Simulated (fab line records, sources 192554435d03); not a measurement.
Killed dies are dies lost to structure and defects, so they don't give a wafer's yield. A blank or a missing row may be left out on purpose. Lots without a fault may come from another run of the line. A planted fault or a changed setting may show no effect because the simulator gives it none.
Chamber matching | flow n5_finfet | N5_BEOL_M2_ALD_84 on ald_metal-01: 4 sister chambers
The step deposits TaN, pulse time 2 s, purge time 3 s, co reactant purge time 2 s. 8 wafers are shown with their chamber, then 7 later ones without.

WAFERS WITH THEIR CHAMBER
wafer  | chamber | heater_power_w (W)
L081.4 | 2       | 477
L086.2 | 2       | 483
L089.3 | 0       | 457
L089.4 | 3       | 449
L091.3 | 0       | 455
L091.6 | 1       | 423
L093.1 | 1       | 421
L093.4 | 3       | 450

WAFERS WITHOUT THEIR CHAMBER
wafer  | heater_power_w (W)
L093.6 | 413
L092.2 | 405
L092.4 | 478
L092.6 | 452
L094.1 | 435
L094.2 | 417
L094.3 | 455

WHICH CHAMBER EACH WENT THROUGH
wafer  | from the rows above     | in truth
L093.6 | 1                       | 1
L092.2 | 1                       | 1
L092.4 | 2                       | 2
L092.6 | can't be placed: 3 or 0 | 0
L094.1 | can't be placed: 1 or 3 | 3
L094.2 | 1                       | 1
L094.3 | can't be placed: 0 or 3 | 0
Placed correctly: 4 of 7. Can't be placed from these rows: 3 (the true chamber is among the candidates in 3). Placed wrongly: 0.
How it was worked out, from the rows above alone: a wafer's distance from a chamber is the root of the sum, over the readings, of the square of ((its reading less the chamber's mean) divided by the reading's scatter). The wafer belongs to the nearest chamber; if the next one is less than 2 further off, it can't be placed. A chamber's mean is the mean of its shown wafers. The scatter: the root of (the sum of the squares of (reading less its chamber's mean) over the shown wafers, divided by (wafers less chambers)).
